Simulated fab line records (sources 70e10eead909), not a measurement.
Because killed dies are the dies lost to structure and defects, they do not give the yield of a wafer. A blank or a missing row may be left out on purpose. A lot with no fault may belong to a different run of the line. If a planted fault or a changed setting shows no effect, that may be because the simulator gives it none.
fab line records + flow nandHarc
record
- lots=12
- wafers=36
- lastDay=32
route steps=1302 shown A_STAIRCASE@717 END@1302
lots untouched by any fault: they come from a run of this same line in which no faults occurred
startH: hours from the record's first day to the start of the lot's first wafer shown + waitH: time in hours since the lot's previous step + " unchanged from the row above + L1.1+2: a single row standing in for several wafers + - value missing, or start not given + * or withheld: withheld + < > ~ a bound
route shown NAME@n: names a module that has steps shown in the file, with the first one's number in the route + usual: average and standard deviation across the fault-free wafers + same: alike in all rows + chamber/n: place in a boat + sites: the reading at each site + _std_site: the values' standard deviation + _edge_site: the outer-site mean with the inner-site mean subtracted + radiusMm: how far each site lies from the wafer's centre + mask NAME#n: copy n + behind: the most recent tool/chamber to have shaped the wafer + hold: why the lot was held/for how many hours/how that ended + device: which transistor (n, p or np) failed to switch + end of line: the route-end tests of the same wafers + for a step that has no rows: nothing shown but its recipe + killed: dies lost to structure and defects at the first sort, not the wafer's yield + map: dies across one wafer; x = killed, . = not, _ = none there
set.NAME: the setting as run; set.NAME@STEP: as run at that earlier step + model.NAME: the simulator's own value behind a step, which no gauge read
route steps across a sampled set of lots; one table per step, one row per wafer
services: when a tool's chamber went out of use (startH, in hours from the record's first day, below 0 if earlier), for how many hours, and the reason
## steps
# step NHARC_A_STAIRCASE_ETCH_203
# recipe
- targetDepthA=1000
- timeS=40.5
- ionEnergyEv=400
- c4f8FlowSccm=20
- o2FlowSccm=10
- arFlowSccm=withheld
- rfW=600
- biasW=1000
- chemistry=C4F8/O2
# usual
- oesProductAu=0.943/0.013
- rfVppV=898/4.8
| lot.wafer | tool       | chamber | startH | waitH | oesProductAu | rfHoursCounterH | rfVppV |
|-----------|------------|---------|--------|-------|--------------|-----------------|--------|
| L255.2    | rieDiel-05 | 3       | -      | -     | 0.929        | 44              | 904    |
| L255.5    | "          | 2       | "      | "     | 0.939        | -               | 900    |
| L255.6    | "          | 3       | "      | "     | 0.931        | -               | 905    |
| L256.1    | rieDiel-05 | 1       | -      | -     | 0.950        | 47              | 903    |
| L256.4    | "          | 2       | "      | "     | 0.944        | 42              | 899    |
| L256.5    | "          | 2       | "      | "     | 0.931        | -               | 898    |
| L257.3    | rieDiel-01 | 2       | -      | -     | 0.933        | 1               | 891    |
| L257.1    | "          | 0       | "      | "     | 0.955        | 1               | 890    |
| L257.5    | "          | 2       | "      | "     | 0.929        | -               | 889    |
| L259.4    | rieDiel-05 | 1       | -      | -     | 0.944        | 57              | 902    |
| L259.6    | "          | 0       | "      | "     | 0.956        | -               | 898    |
| L259.5    | "          | 1       | "      | "     | 0.943        | -               | 904    |
| L258.1    | rieDiel-05 | 3       | -      | -     | 0.938        | 56              | 904    |
| L258.3    | "          | 0       | "      | "     | 0.943        | 56              | 896    |
| L258.6    | "          | 1       | "      | "     | 0.932        | -               | 905    |
| L261.3    | rieDiel-01 | 2       | -      | -     | 0.914        | -               | 888    |
| L261.4    | "          | 1       | "      | "     | 0.922        | -               | 894    |
| L261.5    | "          | 2       | "      | "     | 0.906        | -               | 888    |
| L264.3    | rieDiel-09 | 3       | -      | -     | 0.929        | 42              | 904    |
| L264.2    | "          | 0       | "      | "     | 0.929        | 23              | 898    |
| L264.5    | "          | 1       | "      | "     | 0.926        | -               | 899    |
| L272.3    | rieDiel-01 | 3       | -      | -     | 0.930        | 23              | 897    |
| L272.1    | "          | 0       | "      | "     | 0.953        | 38              | 888    |
| L272.5    | "          | 0       | "      | "     | 0.940        | -               | 889    |
| L273.2    | rieDiel-05 | 2       | -      | -     | 0.939        | 51              | 897    |
| L273.1    | "          | 3       | "      | "     | 0.945        | 45              | 904    |
| L273.5    | "          | 0       | "      | "     | 0.961        | -               | 896    |
| L276.4    | rieDiel-05 | 1       | -      | -     | 0.938        | 55              | 903    |
| L276.3    | "          | 2       | "      | "     | 0.959        | 54              | 899    |
| L276.5    | "          | 0       | "      | "     | 0.951        | -               | 897    |
| L275.4    | rieDiel-01 | 1       | -      | -     | 0.937        | 64              | 893    |
| L275.2    | "          | 2       | "      | "     | 0.935        | 52              | 888    |
| L275.6    | "          | 1       | "      | "     | 0.936        | -               | 891    |
| L277.4    | rieDiel-09 | 3       | -      | -     | 0.945        | 23              | 904    |
| L277.1    | "          | 0       | "      | "     | 0.957        | 25              | 899    |
| L277.5    | "          | 1       | "      | "     | 0.942        | -               | 899    |
# step NHARC_A_STAIRCASE_TRIM_220
# recipe
- timeS=211.2
- o2FlowSccm=500
- arFlowSccm=0
- biasW=0
- chemistry=O2
# usual
- drypumpMotorCurrentA=5.9/0.43
- oesProductAu=1.002/0.011
- rfVppV=58.0/0.9
- runLengthS=232.4/0.54
- showerheadPlenumPTorr=3.58/0.14
- throttleValvePct=17.038/0.0089
| lot.wafer | tool       | chamber | startH | waitH | drypumpMotorCurrentA | oesProductAu | rfHoursCounterH | rfVppV | runLengthS | showerheadPlenumPTorr | throttleValvePct |
|-----------|------------|---------|--------|-------|----------------------|--------------|-----------------|--------|------------|-----------------------|------------------|
| L255.2    | rieDiel-09 | 3       | 369.32 | 0.1   | 6.4                  | 1.007        | 11              | 57.4   | 232.6      | 3.78                  | 17.034           |
| L255.6    | "          | 3       | "      | "     | 6.5                  | 1.007        | -               | 59.3   | 232.2      | 3.78                  | 17.040           |
| L255.5    | "          | 2       | "      | "     | 6.2                  | 1.019        | -               | 57.8   | 232.4      | 3.59                  | 17.042           |
| L256.1    | rieDiel-09 | 2       | 369.55 | 0.1   | 6.1                  | 1.014        | 11              | 57.1   | 232.0      | 3.59                  | 17.041           |
| L256.4    | "          | 2       | "      | "     | 6.2                  | 1.016        | -               | 59.1   | 232.3      | 3.59                  | 17.032           |
| L256.5    | "          | 1       | "      | "     | 5.9                  | 0.999        | -               | 57.2   | 232.2      | 3.65                  | 17.054           |
| L257.3    | rieDiel-01 | 2       | 395.20 | 0.1   | 6.4                  | 0.984        | 1               | 56.2   | 232.3      | 3.35                  | 17.038           |
| L257.1    | "          | 1       | "      | "     | 5.2                  | 0.995        | 1               | 57.5   | 233.0      | 3.47                  | 17.055           |
| L257.5    | "          | 3       | "      | "     | 5.8                  | 0.989        | -               | 58.0   | 232.5      | 3.56                  | 17.046           |
| L259.4    | rieDiel-05 | 3       | 397.20 | 0.2   | 5.2                  | 1.003        | 55              | 58.1   | 232.7      | 3.78                  | 17.024           |
| L259.6    | "          | 0       | "      | "     | 5.0                  | 1.000        | -               | 58.6   | 232.7      | 3.58                  | 17.026           |
| L259.5    | "          | 1       | "      | "     | 5.8                  | 0.999        | -               | 59.1   | 232.6      | 3.74                  | 17.041           |
| L258.1    | rieDiel-09 | 0       | 399.63 | 0.1   | 5.8                  | 1.000        | 9               | 58.7   | 232.2      | 3.63                  | 17.042           |
| L258.3    | "          | 2       | "      | "     | 6.2                  | 1.007        | 28              | 58.0   | 232.1      | 3.58                  | 17.042           |
| L258.6    | "          | 1       | "      | "     | 5.9                  | 1.001        | -               | 58.3   | 231.3      | 3.64                  | 17.027           |
| L261.3    | rieDiel-09 | 3       | 423.15 | 0.1   | 6.4                  | 0.993        | 35              | 58.3   | 231.7      | 3.76                  | 17.039           |
| L261.4    | "          | 0       | "      | "     | 5.8                  | 0.990        | 16              | 58.4   | 232.7      | 3.63                  | 17.030           |
| L261.5    | "          | 3       | "      | "     | 6.4                  | 1.001        | -               | 58.7   | 231.9      | 3.76                  | 17.033           |
| L264.2    | rieDiel-09 | 3       | 438.46 | 0.1   | 6.5                  | 1.005        | 43              | 57.6   | 232.6      | 3.76                  | 17.046           |
| L264.3    | "          | 0       | "      | "     | 5.8                  | 0.992        | 24              | 58.1   | 170.8      | 3.62                  | 17.039           |
| L264.5    | "          | 3       | "      | "     | 6.4                  | 1.005        | -               | 59.1   | 231.9      | 3.76                  | 17.025           |
| L272.3    | rieDiel-05 | 1       | 519.16 | 0.1   | 5.8                  | 1.011        | 39              | 58.0   | 232.1      | 3.72                  | 17.038           |
| L272.1    | "          | 2       | "      | "     | 5.9                  | 1.004        | 37              | 58.0   | 233.4      | 3.58                  | 17.022           |
| L272.5    | "          | 0       | "      | "     | 5.0                  | 1.022        | -               | 59.4   | 232.7      | 3.56                  | 17.039           |
| L273.2    | rieDiel-01 | 1       | 541.69 | 0.1   | 5.2                  | 0.979        | 56              | 58.6   | 233.4      | 3.44                  | 17.032           |
| L273.1    | "          | 2       | "      | "     | 6.4                  | 0.979        | 46              | 58.4   | 232.6      | 3.32                  | 17.051           |
| L273.5    | "          | 2       | "      | "     | 6.4                  | 0.985        | -               | 57.0   | 232.5      | 3.32                  | 17.040           |
| L276.4    | rieDiel-09 | 0       | 556.61 | 0.1   | 5.8                  | 1.023        | 19              | 57.5   | 232.5      | 3.60                  | 17.047           |
| L276.3    | "          | 1       | "      | "     | 5.9                  | 1.007        | 17              | 57.1   | 231.4      | 3.62                  | 17.032           |
| L276.5    | "          | 3       | "      | "     | 6.4                  | 1.002        | -               | 58.7   | 232.4      | 3.74                  | 17.033           |
| L275.2    | rieDiel-05 | 0       | 559.75 | 0.1   | 5.0                  | 1.023        | 51              | 57.1   | 233.0      | 3.55                  | 17.046           |
| L275.4    | "          | 3       | "      | "     | 5.2                  | 1.006        | 50              | 59.2   | 232.8      | 3.75                  | 17.035           |
| L275.6    | "          | 1       | "      | "     | 5.8                  | 1.009        | -               | 57.3   | 232.3      | 3.71                  | 17.050           |
| L277.1    | rieDiel-09 | 0       | 570.94 | 0.1   | 5.7                  | 1.017        | 25              | 56.8   | 232.3      | 3.60                  | 17.032           |
| L277.4    | "          | 1       | "      | "     | 5.9                  | 0.994        | 21              | 57.8   | 231.3      | 3.61                  | 17.031           |
| L277.5    | "          | 3       | "      | "     | 6.4                  | 1.000        | -               | 58.3   | 232.2      | 3.73                  | 17.031           |
# step NHARC_A_STAIRCASE_ETCH_225
# recipe
- targetDepthA=1000
- timeS=40.5
- ionEnergyEv=400
- c4f8FlowSccm=20
- o2FlowSccm=10
- arFlowSccm=withheld
- rfW=600
- biasW=1000
- chemistry=C4F8/O2
# usual
- oesProductAu=0.942/0.01
- rfVppV=898/4.9
| lot.wafer | tool       | chamber | startH | waitH | oesProductAu | rfHoursCounterH | rfVppV |
|-----------|------------|---------|--------|-------|--------------|-----------------|--------|
| L255.2    | rieDiel-09 | 3       | -      | -     | 0.941        | 11              | 905    |
| L255.5    | "          | 2       | "      | "     | 0.946        | -               | 899    |
| L255.6    | "          | 1       | "      | "     | 0.919        | -               | 900    |
| L256.1    | rieDiel-09 | 2       | -      | -     | 0.941        | 12              | 900    |
| L256.5    | "          | 3       | "      | "     | 0.939        | -               | 904    |
| L256.4    | "          | 1       | "      | "     | 0.931        | -               | 899    |
| L257.3    | rieDiel-01 | 0       | -      | -     | 0.965        | 1               | 890    |
| L257.1    | "          | 3       | "      | "     | 0.950        | 1               | 897    |
| L257.5    | "          | 1       | "      | "     | 0.935        | -               | 893    |
| L259.4    | rieDiel-05 | 1       | -      | -     | 0.938        | 59              | 903    |
| L259.5    | "          | 0       | "      | "     | 0.948        | -               | 898    |
| L259.6    | "          | 1       | "      | "     | 0.947        | -               | 904    |
| L258.1    | rieDiel-09 | 0       | -      | -     | 0.931        | 9               | 901    |
| L258.3    | "          | 2       | "      | "     | 0.954        | 28              | 898    |
| L258.6    | "          | 1       | "      | "     | 0.936        | -               | 900    |
| L261.4    | rieDiel-09 | 2       | -      | -     | 0.960        | 35              | 898    |
| L261.3    | "          | 3       | "      | "     | 0.942        | 35              | 905    |
| L261.5    | "          | 2       | "      | "     | 0.950        | -               | 898    |
| L264.2    | rieDiel-09 | 0       | -      | -     | 0.926        | 25              | 901    |
| L264.3    | "          | 1       | "      | "     | 0.939        | 39              | 900    |
| L264.5    | "          | 1       | "      | "     | 0.938        | -               | 899    |
| L272.1    | rieDiel-05 | 1       | -      | -     | 0.944        | 40              | 902    |
| L272.3    | "          | 3       | "      | "     | 0.933        | 35              | 904    |
| L272.5    | "          | 1       | "      | "     | 0.947        | -               | 901    |
| L273.2    | rieDiel-01 | 3       | -      | -     | 0.947        | 34              | 897    |
| L273.1    | "          | 1       | "      | "     | 0.935        | 56              | 892    |
| L273.5    | "          | 2       | "      | "     | 0.938        | -               | 887    |
| L276.3    | rieDiel-09 | 0       | -      | -     | 0.948        | 19              | 899    |
| L276.4    | "          | 1       | "      | "     | 0.941        | 17              | 899    |
| L276.5    | "          | 3       | "      | "     | 0.932        | -               | 904    |
| L275.2    | rieDiel-05 | 0       | -      | -     | 0.949        | 52              | 896    |
| L275.4    | "          | 1       | "      | "     | 0.944        | 57              | 904    |
| L275.6    | "          | 0       | "      | "     | 0.954        | -               | 897    |
| L277.4    | rieDiel-09 | 1       | -      | -     | 0.932        | 21              | 897    |
| L277.1    | "          | 2       | "      | "     | 0.945        | 19              | 896    |
| L277.5    | "          | 1       | "      | "     | 0.938        | -               | 899    |
# step NHARC_A_STAIRCASE_TRIM_229
# recipe
- timeS=211.2
- o2FlowSccm=500
- arFlowSccm=0
- biasW=0
- chemistry=O2
# usual
- drypumpMotorCurrentA=5.8/0.45
- oesProductAu=1.001/0.012
- rfVppV=57.9/0.81
- runLengthS=232.5/0.55
- showerheadPlenumPTorr=3.58/0.13
- throttleValvePct=17.036/0.0094
| lot.wafer | tool       | chamber | startH | waitH | drypumpMotorCurrentA | oesProductAu | rfHoursCounterH | rfVppV | runLengthS | showerheadPlenumPTorr | throttleValvePct |
|-----------|------------|---------|--------|-------|----------------------|--------------|-----------------|--------|------------|-----------------------|------------------|
| L255.2    | rieDiel-05 | 2       | 370.74 | 0.1   | 5.9                  | 1.002        | 42              | 58.4   | 233.1      | 3.61                  | 17.039           |
| L255.6    | "          | 0       | "      | "     | 5.0                  | 1.000        | -               | 58.1   | 233.2      | 3.59                  | 17.036           |
| L255.5    | "          | 1       | "      | "     | 5.8                  | 1.012        | -               | 59.4   | 232.2      | 3.75                  | 17.028           |
| L256.1    | rieDiel-09 | 2       | 370.95 | 0.1   | 6.2                  | 1.020        | 12              | 57.0   | 232.0      | 3.59                  | 17.033           |
| L256.5    | "          | 1       | "      | "     | 5.9                  | 0.994        | -               | 58.3   | 231.6      | 3.65                  | 17.038           |
| L256.4    | "          | 3       | "      | "     | 6.4                  | 1.000        | -               | 58.3   | 232.1      | 3.78                  | 17.026           |
| L257.1    | rieDiel-05 | 3       | 396.27 | 0.1   | 5.2                  | 0.988        | 55              | 58.4   | 232.7      | 3.78                  | 17.034           |
| L257.3    | "          | 1       | "      | "     | 5.8                  | 1.014        | 57              | 59.4   | 232.4      | 3.74                  | 17.024           |
| L257.5    | "          | 2       | "      | "     | 5.9                  | 1.019        | -               | 57.8   | 233.1      | 3.60                  | 17.029           |
| L259.4    | rieDiel-01 | 2       | 398.41 | 0.1   | 6.4                  | 0.982        | 2               | 56.1   | 232.4      | 3.35                  | 17.048           |
| L259.6    | "          | 3       | "      | "     | 5.8                  | 0.997        | -               | 58.6   | 232.3      | 3.56                  | 17.029           |
| L259.5    | "          | 0       | "      | "     | 6.0                  | 1.013        | -               | 57.9   | 232.9      | 3.35                  | 17.044           |
| L258.3    | rieDiel-01 | 1       | 400.68 | 0.1   | 5.2                  | 1.001        | 2               | 56.7   | 232.9      | 3.47                  | 17.034           |
| L258.1    | "          | 2       | "      | "     | 6.4                  | 0.989        | 2               | 57.9   | 232.6      | 3.35                  | 17.026           |
| L258.6    | "          | 0       | "      | "     | 6.0                  | 1.019        | -               | 57.5   | 232.8      | 3.35                  | 17.033           |
| L261.4    | rieDiel-01 | 2       | 424.25 | 0.2   | 6.4                  | 0.979        | -               | 58.9   | 232.3      | 3.34                  | 17.018           |
| L261.3    | "          | 1       | "      | "     | 5.3                  | 1.004        | -               | 57.6   | 233.1      | 3.46                  | 17.022           |
| L261.5    | "          | 1       | "      | "     | 5.3                  | 0.994        | -               | 57.4   | 233.1      | 3.46                  | 17.048           |
| L264.2    | rieDiel-09 | 0       | 439.56 | 0.1   | 5.7                  | 0.984        | 25              | 57.6   | 232.6      | 3.62                  | 17.032           |
| L264.3    | "          | 3       | "      | "     | 6.4                  | 1.013        | 43              | 59.0   | 232.2      | 3.76                  | 17.047           |
| L264.5    | "          | 0       | "      | "     | 5.7                  | 0.986        | -               | 58.2   | 232.2      | 3.62                  | 17.029           |
| L272.3    | rieDiel-09 | 0       | 520.33 | 0.1   | 5.7                  | 1.019        | 8               | 59.2   | 232.5      | 3.61                  | 17.039           |
| L272.1    | "          | 2       | "      | "     | 6.1                  | 0.995        | 5               | 58.6   | 232.1      | 3.56                  | 17.049           |
| L272.5    | "          | 3       | "      | "     | 6.4                  | 0.990        | -               | 57.6   | 231.8      | 3.74                  | 17.026           |
| L273.2    | rieDiel-01 | 3       | 542.74 | 0.1   | 5.8                  | 0.994        | 34              | 57.8   | 232.6      | 3.55                  | 17.033           |
| L273.1    | "          | 0       | "      | "     | 6.0                  | 1.006        | 49              | 58.9   | 233.3      | 3.33                  | 17.028           |
| L273.5    | "          | 2       | "      | "     | 6.4                  | 0.984        | -               | 56.8   | 232.5      | 3.32                  | 17.036           |
| L276.4    | rieDiel-09 | 0       | 560.45 | 0.1   | 5.7                  | 1.027        | 23              | 58.7   | 232.6      | 3.60                  | 17.050           |
| L276.3    | "          | 1       | "      | "     | 5.9                  | 0.997        | 19              | 58.3   | 231.7      | 3.61                  | 17.038           |
| L276.5    | "          | 3       | "      | "     | 6.4                  | 0.999        | -               | 58.1   | 232.2      | 3.74                  | 17.029           |
| L275.2    | rieDiel-05 | 3       | 562.18 | 0.2   | 5.2                  | 0.988        | 52              | 59.1   | 233.0      | 3.75                  | 17.028           |
| L275.4    | "          | 0       | "      | "     | 5.0                  | 1.015        | 52              | 57.0   | 232.6      | 3.55                  | 17.039           |
| L275.6    | "          | 3       | "      | "     | 5.2                  | 1.007        | -               | 57.6   | 233.1      | 3.74                  | 17.032           |
| L277.4    | rieDiel-01 | 3       | 571.96 | 0.1   | 5.8                  | 1.021        | 1               | 57.9   | 232.5      | 3.54                  | 17.039           |
| L277.1    | "          | 0       | "      | "     | 6.0                  | 1.000        | 2               | 56.4   | 233.0      | 3.32                  | 17.028           |
| L277.5    | "          | 3       | "      | "     | 5.8                  | 1.011        | -               | 59.5   | 233.1      | 3.54                  | 17.036           |
# step NHARC_END_SORT_01
# recipe
- tempC=25
# usual
- killedAtArray=57/18
- killedAtOther=0.9/1.3
- killedAtPeriphery=3.5/2.2
- killedDies=62/18
- killedOpen=3.0/1.7
- killedShort=2.3/1.5
# same
- grossDies=677
| lot.wafer | tool      | chamber | startH | waitH | killedAtArray | killedAtOther | killedAtPeriphery | killedDies | killedOpen | killedShort |
|-----------|-----------|---------|--------|-------|---------------|---------------|-------------------|------------|------------|-------------|
| L264.2    | prober-01 | 0       | 652.35 | 2.8   | 103           | 1             | 2                 | 106        | 8          | 0           |
| L264.3    | prober-01 | 0       | 653.15 | 3.1   | 473           | 0             | 3                 | 476        | 6          | 1           |
| L264.5    | prober-01 | 0       | 654.76 | 3.7   | 87            | 0             | 6                 | 93         | 4          | 4           |
# killed by level:class
L264.2 A_SLIT:chamberFilmFlake=36 A_CHANNEL_HOLE_D2:chamberFilmFlake=32 A_CHANNEL_HOLE_D1:chamberFilmFlake=18 A_CONTACT:chamberFilmFlake=7 A_WL_FILL:geometricParticle:open=3 A_SOURCE_PLATE:geometricParticle:open=1 A_DECK1_JOINT:geometricParticle:open=1 A_CHANNEL_FILL_D2:geometricParticle:open=1
L264.3 A_STAIRCASE:areaTrim=388 A_SLIT:chamberFilmFlake=30 A_CHANNEL_HOLE_D2:chamberFilmFlake=24 A_CHANNEL_HOLE_D1:chamberFilmFlake=22 A_CHANNEL_FILL_D2:geometricParticle:open=3 A_CONTACT:chamberFilmFlake=2 P_M0:geometricParticle:open=1 P_M2:geometricParticle:open=1
L264.5 A_SLIT:chamberFilmFlake=32 A_CHANNEL_HOLE_D2:chamberFilmFlake=24 A_CHANNEL_HOLE_D1:chamberFilmFlake=16 A_CONTACT:chamberFilmFlake=7 P_CONTACT:chamberFilmFlake=3 A_M1:geometricParticle:short=2 P_CONTACT:geometricParticle:short=1 A_SOURCE_PLATE:geometricParticle:open=1
## services
| tool       | chamber | startH | hours | kind   |
|------------|---------|--------|-------|--------|
| rieDiel-09 | 0       | 353.97 | -     | clean  |
| rieDiel-09 | 1       | 353.97 | -     | clean  |
| rieDiel-09 | 2       | 353.97 | -     | clean  |
| rieDiel-09 | 3       | 353.97 | -     | clean  |
| rieDiel-09 | 0       | 358.70 | 36.5  | repair |
| rieDiel-09 | 1       | 378.47 | -     | clean  |
| rieDiel-09 | 2       | 378.47 | -     | clean  |
| rieDiel-09 | 3       | 378.47 | -     | clean  |
| rieDiel-01 | -       | 381.24 | 9.0   | pm     |
| rieDiel-09 | 1       | 386.84 | 5.0   | repair |
| rieDiel-09 | 0       | 402.97 | -     | clean  |
| rieDiel-09 | 1       | 402.97 | -     | clean  |
| rieDiel-09 | 2       | 402.97 | -     | clean  |
| rieDiel-09 | 3       | 402.97 | -     | clean  |
| rieDiel-05 | -       | 406.62 | 9.0   | pm     |
| rieDiel-01 | 0       | 407.74 | 18.9  | repair |
| rieDiel-09 | 0       | 428.24 | -     | clean  |
| rieDiel-09 | 1       | 449.41 | 13.0  | repair |
| rieDiel-01 | 3       | 455.97 | 1.4   | repair |
| rieDiel-09 | -       | 463.31 | 1.1   | repair |
| rieDiel-01 | 2       | 476.04 | 5.3   | repair |
| rieDiel-05 | 3       | 491.62 | 1.4   | repair |
| rieDiel-09 | -       | 497.46 | 9.0   | pm     |
| rieDiel-01 | -       | 558.24 | 9.0   | pm     |
## key
firstSign
- step=NHARC_A_STAIRCASE_TRIM_220
- reading=runLengthS
- direction=down
- sigmas=99+
- usual=*
- struck=*
effect
- step=NHARC_END_SORT_01
- reading=killedDies
- direction=up
- sigmas=23
- usual=62
- struck=476
moreKillsBornAt
- NHARC_A_STAIRCASE_TRIM_220@rieDiel-09=388
metAt NHARC_A_STAIRCASE_TRIM_220
struckLots L264
struckWafers L264.3
laterRowsLeftOut L264.3
testerLeftOut L264
notActingAt NHARC_A_STAIRCASE_ETCH_203,NHARC_A_STAIRCASE_ETCH_225,NHARC_A_STAIRCASE_TRIM_229
onsetBetween 423.15 438.46
fault
- kind=processParameterDrift
- tool=rieDiel-09
- chamber=0
- onsetH=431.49
- steps=NHARC_A_STAIRCASE_TRIM_220
- channel=timeS
- offset=*
- shape=step
- endH=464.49
- actsIn=*
- stated=*
# testerLeftOut: of these lots the tester's yield and bins aren't shown, on N5 and GAA mostly nor the transistor test; their killed dies are dies lost to structure and defects alone, not to doping, threshold or leakage, so they don't give the yield
# laterRowsLeftOut: the simulator's readings of these wafers behind a module that went badly wrong aren't trusted and aren't shown, but for the sort
